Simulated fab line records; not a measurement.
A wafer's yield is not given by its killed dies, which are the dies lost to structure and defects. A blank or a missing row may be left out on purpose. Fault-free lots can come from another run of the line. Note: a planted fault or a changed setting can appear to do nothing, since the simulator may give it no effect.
Check for tools in common + flow nand-harc + Lots sampled 8, wafers sampled 24

## REASON FOR OPENING
At NHARC_END_SORT_01 the reading killed-at-periphery is flagged on 3 of 8 lots. Fault-free wafers read 3.6, with a standard deviation of 2.5.
Rule: flag the lot when none of its wafers has a number, or when each of its wafers that has one lies beyond 4 standard deviations from that mean. The rest of the lots are taken to be sound.

| lot  | measured     | on        | killed-at-periphery, wafer by wafer | flag    |
|------|--------------|-----------|-------------------------------------|---------|
| L870 | day 20 06:28 | prober-02 | 1 4 1                               |         |
| L871 | day 20 21:23 | prober-01 | 2 5 3                               |         |
| L876 | day 21 13:03 | prober-01 | 4 4 1                               |         |
| L877 | day 21 22:28 | prober-01 | 3 6 5                               |         |
| L882 | day 22 12:20 | prober-02 | 640 644 651                         | FLAGGED |
| L881 | day 22 13:20 | prober-01 | 656 656 643                         | FLAGGED |
| L883 | day 22 21:02 | prober-02 | 662 645 654                         | FLAGGED |
| L887 | day 23 12:02 | prober-02 | 8 11 8                              |         |
Averaged over the flagged lots the numbers come to 650.1, +646.5 from the usual (+99 or more standard deviations).

## EACH LOT AND THE TOOL IT RAN ON
2 process steps preceding the reading are held in the record, out of 1159 steps in the route. In each cell: the tool, then ch and the chambers that the sampled wafers went through, then the start.
| lot  | flag    | NHARC_P_BONDPAD_STRIP_15           | NHARC_P_BONDPAD_PRE_CLEAN_26            |
|------|---------|------------------------------------|-----------------------------------------|
| L870 |         | rie-diel-06 ch 0,2,3, day 6 18:46  | pvd-sputter-03, day 20 06:28 or earlier |
| L871 |         | rie-diel-10 ch 0,1,3, day 6 18:05  | pvd-sputter-01, day 20 21:23 or earlier |
| L876 |         | rie-diel-06 ch 0,3, day 8 03:44    | pvd-sputter-01, day 21 13:03 or earlier |
| L877 |         | rie-diel-10 ch 1,2, day 8 06:23    | pvd-sputter-02, day 21 22:28 or earlier |
| L882 | FLAGGED | rie-diel-10 ch 0,2,3, day 9 17:01  | pvd-sputter-02, day 22 12:20 or earlier |
| L881 | FLAGGED | rie-diel-10 ch 1,2, day 9 11:40    | pvd-sputter-02, day 22 13:20 or earlier |
| L883 | FLAGGED | rie-diel-06 ch 0,2,3, day 10 06:13 | pvd-sputter-03, day 22 21:02 or earlier |
| L887 |         | rie-diel-10 ch 1,2, day 10 13:59   | pvd-sputter-02, day 23 12:02 or earlier |
What these steps do:
- NHARC_P_BONDPAD_STRIP_15: strips in O2.
- NHARC_P_BONDPAD_PRE_CLEAN_26: time 30 s.
- NHARC_END_SORT_01

## FLAGGED AGAINST TOTAL, ONE TOOL AT A TIME (gauges that did the reading follow at the end)
| step                         | tool           | lots run | flagged | share of the flagged lots | sound lots run after its first flagged lot |
|------------------------------|----------------|----------|---------|---------------------------|--------------------------------------------|
| NHARC_P_BONDPAD_STRIP_15     | rie-diel-06    | 3        | 1       | some                      | 0                                          |
| NHARC_P_BONDPAD_STRIP_15     | rie-diel-10    | 5        | 2       | some                      | 1 (L887)                                   |
| NHARC_P_BONDPAD_PRE_CLEAN_26 | pvd-sputter-01 | 2        | 0       | none                      | -                                          |
| NHARC_P_BONDPAD_PRE_CLEAN_26 | pvd-sputter-02 | 4        | 2       | some                      | 1 (L887)                                   |
| NHARC_P_BONDPAD_PRE_CLEAN_26 | pvd-sputter-03 | 2        | 1       | some                      | 0                                          |
| NHARC_END_SORT_01            | prober-01      | 4        | 1       | some                      | 0                                          |
| NHARC_END_SORT_01            | prober-02      | 4        | 2       | some                      | 1 (L887)                                   |
NHARC_P_BONDPAD_PRE_CLEAN_26 gives no start for some lots, so the hours and the order of its lots are those of NHARC_END_SORT_01.

## WHAT IS ALLOWED BY THE TABLE
No row of the table ran every flagged lot.

## WHAT WAS PUT IN BY THE SIMULATOR
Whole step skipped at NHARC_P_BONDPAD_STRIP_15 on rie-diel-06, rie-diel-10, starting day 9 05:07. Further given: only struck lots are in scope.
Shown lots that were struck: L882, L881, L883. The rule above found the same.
